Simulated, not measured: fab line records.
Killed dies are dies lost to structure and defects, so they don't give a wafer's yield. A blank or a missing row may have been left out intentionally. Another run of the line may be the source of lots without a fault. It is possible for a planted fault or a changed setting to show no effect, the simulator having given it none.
Matching of chambers + flow nand harc + NHARC_P_M1_PRE_CLEAN_32 on pecvd-03: 3 sister chambers
The step time 12 s. 3 wafers are shown with their chamber, then 10 later ones without.

## WAFERS WITH THEIR CHAMBER
| wafer  | chamber | heater power w (W) |
|--------|---------|--------------------|
| L085.4 | 1       | 674                |
| L087.3 | 2       | 522                |
| L087.5 | 0       | 556                |

## WAFERS WHOSE CHAMBER IS MISSING
| wafer  | heater power w (W) |
|--------|--------------------|
| L087.6 | 667                |
| L093.1 | 654                |
| L093.2 | 535                |
| L093.6 | 514                |
| L093.3 | 583                |
| L093.4 | 645                |
| L093.5 | 598                |
| L095.1 | 571                |
| L095.2 | 671                |
| L095.6 | 642                |

## WHICH CHAMBER EACH WENT THROUGH
| wafer  | from the rows above          | in truth                   |
|--------|------------------------------|----------------------------|
| L087.6 | 1                            | 1                          |
| L093.1 | 1                            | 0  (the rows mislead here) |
| L093.2 | can't be placed: 2 or 0      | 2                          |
| L093.6 | can't be placed: 2 or 0      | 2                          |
| L093.3 | can't be placed: 0 or 2      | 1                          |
| L093.4 | 1                            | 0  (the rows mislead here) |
| L093.5 | can't be placed: 0 or 1 or 2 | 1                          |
| L095.1 | can't be placed: 0 or 2      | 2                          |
| L095.2 | 1                            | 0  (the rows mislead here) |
| L095.6 | 1                            | 1                          |
2 of 10 placed correctly. Not placeable from these rows: 5 (in 4, the candidates include the true chamber). Placed wrongly: 3.
How it was worked out, from the rows above alone: a wafer's distance from a chamber is the root of the sum, over the readings, of the square of ((its reading less the chamber's mean) divided by the reading's scatter). If the next closest chamber is less than 2 further off than the closest, the wafer can't be placed; otherwise it belongs to the closest. For every chamber, the mean is computed from those of its wafers that are shown. The scatter: root of mean squared gap, hidden wafer to nearest shown wafer, with one shown wafer a chamber.
